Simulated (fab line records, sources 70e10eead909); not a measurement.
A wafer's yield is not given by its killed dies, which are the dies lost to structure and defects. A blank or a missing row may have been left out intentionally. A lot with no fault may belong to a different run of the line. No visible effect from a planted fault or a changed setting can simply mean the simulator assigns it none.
Comparing a struck lot with a sound one | flow nand harc | 13 steps out of a route of 1302
Sound: the wafers L556.2, L556.3, L556.6. Struck: wafer L549.4 (L549.5, L549.6, from the same lot, were not struck and are left out); the cause is given at the end.
At each step with rows: each side's tool, then ch and its chambers, then its first start. Under that, the readings that differ: sound wafers | struck wafers | difference of the means | sigmas: that difference in standard deviations of wafers without a fault.
alike: a reading whose means differ by less than 2 such deviations, as well as words and numbers matching on both sides. not compared: withheld readings; readings where some wafer has no value; bounds like >300 that might hide an equal value; numbers whose values overlap and for which the record gives no deviation.
The two part at a step that has a row with sigmas, a row that says differs or no value, or rows on one side only. When numbers do not overlap yet have no deviation, they are printed without sigmas and do not part them. Lack of a reading on every wafer of one side parts them only where that side has two or more wafers.

NHARC_A_STAIRCASE_STRIP_446: strips in O2.
  sound on plasma asher-02 ch 1, day 27 18:07; struck on plasma asher-02 ch 1, day 24 11:54
  alike: drypump motor current A, heater power w
  not compared: rf hours counter h
then, 3 steps without rows for these wafers: NHARC_A_STAIRCASE_STRIP_447 (strips in SPM, time 900 s); NHARC_A_STAIRCASE_PRECLEAN_448 (cleans in SC1); NHARC_A_STAIRCASE_SRD_449.
NHARC_A_STAIRCASE_CMP_450: polishes SiO2, target thk 200 nm.
  sound on cmp-04 ch 0,3, day 27 18:56; struck on cmp-01 ch 3, day 24 12:35
  alike: motor current A
  not compared: pad life wafers
NHARC_A_STAIRCASE_CMP_152: polishes.
  sound on cmp-04 ch 0,3, day 27 19:00; struck on cmp-01 ch 3, day 24 12:40
  alike: motor current A
  not compared: pad life wafers
then, 2 steps without rows for these wafers: NHARC_A_STAIRCASE_SRD_154; NHARC_A_STAIRCASE_ETCH_403 (etches SiO2 in dHF, target depth 108.2 nm).
NHARC_A_STAIRCASE_ETCHBACK_422: etches the open film in CH3F/O2, target depth 40 nm, time 74.286 s.
  sound on rie diel-12 ch 0,2,3, day 27 19:28; struck on rie diel-12 ch 3, day 24 13:09
  alike: drypump motor current A, oes product au, rf fwd power W, rf vpp V, showerhead plenum p Torr, throttle valve pct
  not compared: rf hours counter h
then, 1 step without rows for these wafers: NHARC_A_STAIRCASE_ETCH_423 (etches SiO2 in dHF, target depth 30 nm).
NHARC_A_STAIRCASE_ETCHBACK_157: etches the open film in CH3F/O2, target depth 90 nm, time 167.14 s.
  sound on rie diel-12 ch 0,2, day 27 19:50; struck on rie diel-12 ch 0, day 24 13:33
  reading                | sound                | struck | difference | sigmas
  oes product au (a.u.)  | 1.02 1.00 1.01       | 0.81   | -0.20      | -6
  rf vpp V (V)           | 244.6 246.2 244.6    | 241.7  | -3.4       | -2
  throttle valve pct (%) | 20.670 20.666 20.677 | 20.649 | -0.022     | -3
  alike: drypump motor current A, rf fwd power W, showerhead plenum p Torr
  not compared: rf hours counter h
NHARC_A_STAIRCASE_STRIP_475: strips in O2, time 20 s.
  sound on rie diel-12 ch 1,3; struck on rie diel-12 ch 3, day 24 13:43
  reading                | sound                | struck | difference | sigmas
  throttle valve pct (%) | 17.044 17.039 17.051 | 17.024 | -0.021     | -2
  alike: drypump motor current A, oes product au, rf vpp V, showerhead plenum p Torr
  not compared: rf hours counter h
-- record jumps: 5 days between struck wafers' starts before vs after; left off in module A_STAIRCASE, resumes in module END, first step shown is number 1302 of the route --
NHARC_END_SORT_01:
  only the struck wafers appear in the record here, on prober-01 ch 0 at day 30 01:11; the sound ones have no rows

## WHERE THEY PART
Earliest at NHARC_A_STAIRCASE_ETCHBACK_157; latest, in this record, at NHARC_END_SORT_01.

WHY: the cause the simulator had injected
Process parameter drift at NHARC_A_STAIRCASE_ETCHBACK_157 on rie diel-12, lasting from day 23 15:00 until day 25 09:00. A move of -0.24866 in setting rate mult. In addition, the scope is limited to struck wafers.
